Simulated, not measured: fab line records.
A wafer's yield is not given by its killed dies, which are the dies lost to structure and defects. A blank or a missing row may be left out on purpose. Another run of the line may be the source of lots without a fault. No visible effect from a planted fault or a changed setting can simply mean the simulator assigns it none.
The tool behind it: which one? + flow nand_harc + Sampling: 12 lots, 36 wafers, 4 of 1302 route steps

== WHAT EACH GAUGE READ, for each wafer ==
NHARC_P_GATE_CD_MEAS_26: the cd target is 120 nm.
| lot  | measured     | on        | cd_nm (nm)        |
|------|--------------|-----------|-------------------|
| L481 | day 4 20:51  | cd_sem-01 | 119.9 119.9 119.8 |
| L482 | day 5 01:02  | cd_sem-03 | 119.7 120.0 119.8 |
| L484 | day 6 07:43  | cd_sem-01 | 119.2 118.7 119.7 |
| L486 | day 7 06:11  | cd_sem-03 | 119.4 120.4 119.9 |
| L487 | day 7 06:02  | cd_sem-03 | 120.5 120.2 120.1 |
| L488 | day 8 00:20  | cd_sem-01 | 110.8 120.0 119.5 |
| L491 | day 8 20:31  | cd_sem-03 | 111.1 119.4 119.2 |
| L496 | day 11 04:44 | cd_sem-03 | 120.5 120.9 121.3 |
| L497 | day 11 16:38 | cd_sem-01 | 120.2 119.9 119.8 |
| L498 | day 11 21:19 | cd_sem-02 | 119.2 119.6 120.1 |
| L501 | day 13 04:50 | cd_sem-02 | 119.2 119.2 119.5 |
| L502 | day 13 11:11 | cd_sem-03 | 120.1 119.9 120.4 |

== EACH LOT AND THE TOOL THAT RAN IT (in order: tool; ch and the chambers of the sampled wafers; start) ==
| lot  | NHARC_P_STI_ETCH_15              | NHARC_P_GATE_HM_DEP_102       | NHARC_P_GATE_PEB_24               |
|------|----------------------------------|-------------------------------|-----------------------------------|
| L481 | rie_si-03 ch 2,3, day 2 15:28    | acl_dep-02 ch 0, day 4 19:31  | litho_track-06 ch 0, day 4 20:46  |
| L482 | rie_si-01 ch 0,1,3, day 3 00:26  | acl_dep-02 ch 0, day 5 00:02  | litho_track-04 ch 0, day 5 00:58  |
| L484 | rie_si-04 ch 0,1,3, day 3 21:25  | acl_dep-01 ch 0, day 6 06:29  | litho_track-06 ch 0, day 6 07:38  |
| L486 | rie_si-04 ch 0,2, day 4 21:08    | acl_dep-02 ch 0, day 7 04:41  | litho_track-01 ch 0, day 7 06:06  |
| L487 | rie_si-01 ch 0,2,3, day 5 02:17  | acl_dep-01 ch 0, day 7 04:47  | litho_track-01 ch 0, day 7 05:57  |
| L488 | rie_si-03 ch 0,2, day 5 19:17    | acl_dep-02 ch 0, day 7 22:59  | litho_track-01 ch 0, day 8 00:15  |
| L491 | rie_si-04 ch 1,2, day 6 18:56    | acl_dep-01 ch 0, day 8 19:17  | litho_track-01 ch 0, day 8 20:26  |
| L496 | rie_si-04 ch 0,1,2, day 8 23:53  | acl_dep-02 ch 0, day 11 03:14 | litho_track-06 ch 0, day 11 04:40 |
| L497 | rie_si-04 ch 0,1, day 9 09:28    | acl_dep-01 ch 0, day 11 15:17 | litho_track-01 ch 0, day 11 16:33 |
| L498 | rie_si-01 ch 0,1,2, day 9 19:45  | acl_dep-03 ch 0, day 11 20:03 | litho_track-04 ch 0, day 11 21:14 |
| L501 | rie_si-03 ch 0,2,3, day 11 00:50 | acl_dep-01 ch 0, day 13 03:37 | litho_track-04 ch 0, day 13 04:45 |
| L502 | rie_si-03 ch 1,3, day 11 08:52   | acl_dep-02 ch 0, day 13 09:58 | litho_track-01 ch 0, day 13 11:06 |
- NHARC_P_STI_ETCH_15: etches the open film in HBr/Cl2, target depth 300 nm, time 100.1 s.
- NHARC_P_GATE_HM_DEP_102: deposits aC, target thk 120 nm.
- NHARC_P_GATE_PEB_24: peb time 65 s.

== AS READ BY THE TOOLS THEMSELVES (means over the sampled wafers that have a number; for cases with no such wafer, the mark the record gives instead) ==
NHARC_P_STI_ETCH_15.
| lot  | tool      | drypump_motor_current_A (A) | oes_product_au (a.u.) | throttle_valve_pct (%) |
|------|-----------|-----------------------------|-----------------------|------------------------|
| L481 | rie_si-03 | 5.8                         | 0.996                 | 26.409                 |
| L482 | rie_si-01 | 5.3                         | 1.000                 | 26.407                 |
| L484 | rie_si-04 | 5.6                         | 1.000                 | 26.406                 |
| L486 | rie_si-04 | 5.2                         | 0.994                 | 26.413                 |
| L487 | rie_si-01 | 5.4                         | 0.996                 | 26.402                 |
| L488 | rie_si-03 | 5.8                         | 1.003                 | 26.404                 |
| L491 | rie_si-04 | 5.5                         | 1.006                 | 26.412                 |
| L496 | rie_si-04 | 5.4                         | 0.998                 | 26.413                 |
| L497 | rie_si-04 | 5.6                         | 0.999                 | 26.404                 |
| L498 | rie_si-01 | 5.3                         | 1.003                 | 26.409                 |
| L501 | rie_si-03 | 6.0                         | 0.984                 | 26.404                 |
| L502 | rie_si-03 | 5.8                         | 0.990                 | 26.411                 |

NHARC_P_GATE_HM_DEP_102.
| lot  | tool       | throttle_valve_pct (%) |
|------|------------|------------------------|
| L481 | acl_dep-02 | 34.997                 |
| L482 | acl_dep-02 | 35.000                 |
| L484 | acl_dep-01 | 35.005                 |
| L486 | acl_dep-02 | 34.993                 |
| L487 | acl_dep-01 | 35.007                 |
| L488 | acl_dep-02 | 34.998                 |
| L491 | acl_dep-01 | 34.995                 |
| L496 | acl_dep-02 | 35.004                 |
| L497 | acl_dep-01 | 34.998                 |
| L498 | acl_dep-03 | 34.989                 |
| L501 | acl_dep-01 | 34.997                 |
| L502 | acl_dep-02 | 34.996                 |

== THE ANSWER, worked out from the rows above alone ==
Rule: the lots themselves supply what counts as usual. Put in order of their means at a reading, lots are off if they are a third of the lots or fewer, leave a main group of 4 or more, and stand apart from it by a gap of 3 or more times the standard deviation of the main group's means; of several such gaps the widest counts. If all means in a main group match to the digits the tables above print for the reading, that group is not used. Also off: a lot with no number at a reading for which 4 or more lots have one. Where the step has rows for the other lots, those lots are counted as sound. Order of review: gauges by route order, followed by the tools' own readings, for which a lot's mean as printed above is used. At the first step where some lot is off, the reading lying furthest off is the one used; lots without a number count as furthest.
Off: L488, L491, at NHARC_P_GATE_CD_MEAS_26 (cd_nm). For the main group the mean is 119.9 nm and the standard deviation 0.46.
If a tool, at a process step before that reading, ran all the lots that are off and no sound lot after the first of them, it fits. Gauges at NHARC_P_GATE_CD_MEAS_26: tried the same way as those tools. None of those tried fits.

== WHAT THE SIMULATOR HAD PUT IN ==
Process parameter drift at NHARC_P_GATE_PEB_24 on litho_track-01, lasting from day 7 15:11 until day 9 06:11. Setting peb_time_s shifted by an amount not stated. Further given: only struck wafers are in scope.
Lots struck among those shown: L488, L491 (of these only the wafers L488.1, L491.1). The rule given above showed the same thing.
